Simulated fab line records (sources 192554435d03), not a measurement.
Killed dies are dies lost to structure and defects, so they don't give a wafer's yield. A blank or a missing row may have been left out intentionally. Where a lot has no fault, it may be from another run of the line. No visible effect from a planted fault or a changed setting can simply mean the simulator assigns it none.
Matching of chambers :: flow n5 finfet :: pecvd-01 running N5_BEOL_M2_DEP_57: 3 sister chambers
The step deposits SiCN from 3MS/NH3, target thk 8 nm, time 14 s. 6 wafers are shown with their chamber, then 7 later ones without.

WAFERS, EACH WITH ITS CHAMBER
wafer: L079.1
chamber: 1
showerhead vpp V (V): 943
throttle valve pct (%): 9.4

wafer: L085.4
chamber: 1
showerhead vpp V (V): 928
throttle valve pct (%): 9.2

wafer: L085.5
chamber: 2
showerhead vpp V (V): 859
throttle valve pct (%): 8.3

wafer: L085.6
chamber: 0
showerhead vpp V (V): 839
throttle valve pct (%): 9.4

wafer: L086.2
chamber: 2
showerhead vpp V (V): 857
throttle valve pct (%): 8.2

wafer: L086.5
chamber: 0
showerhead vpp V (V): 845
throttle valve pct (%): 9.6

WAFERS WITH NO CHAMBER GIVEN
wafer: L086.6
showerhead vpp V (V): 919
throttle valve pct (%): 9.2

wafer: L087.4
showerhead vpp V (V): 921
throttle valve pct (%): 9.3

wafer: L087.5
showerhead vpp V (V): 860
throttle valve pct (%): 8.4

wafer: L087.6
showerhead vpp V (V): 856
throttle valve pct (%): 9.2

wafer: L097.3
showerhead vpp V (V): 847
throttle valve pct (%): 9.5

wafer: L097.4
showerhead vpp V (V): 944
throttle valve pct (%): 9.1

wafer: L097.5
showerhead vpp V (V): 855
throttle valve pct (%): 9.4

EACH ONE'S CHAMBER
wafer: L086.6
from the rows above: 1
in truth: 1

wafer: L087.4
from the rows above: 1
in truth: 1

wafer: L087.5
from the rows above: 2
in truth: 2

wafer: L087.6
from the rows above: 0
in truth: 0

wafer: L097.3
from the rows above: 0
in truth: 0

wafer: L097.4
from the rows above: 1
in truth: 1

wafer: L097.5
from the rows above: 0
in truth: 0
Correct placement for 7 of the 7. From these rows, 0 cannot be placed. Wrongly placed: 0.
How it was worked out, from the rows above alone: a wafer's distance from a chamber is the root of the sum, over the readings, of the square of ((its reading less the chamber's mean) divided by the reading's scatter). The wafer belongs to the nearest chamber; if the next one is less than 2 further off, it can't be placed. Each chamber's mean is taken over the wafers shown for it. The scatter: the root of (the sum of the squares of (reading less its chamber's mean) over the shown wafers, divided by (wafers less chambers)).
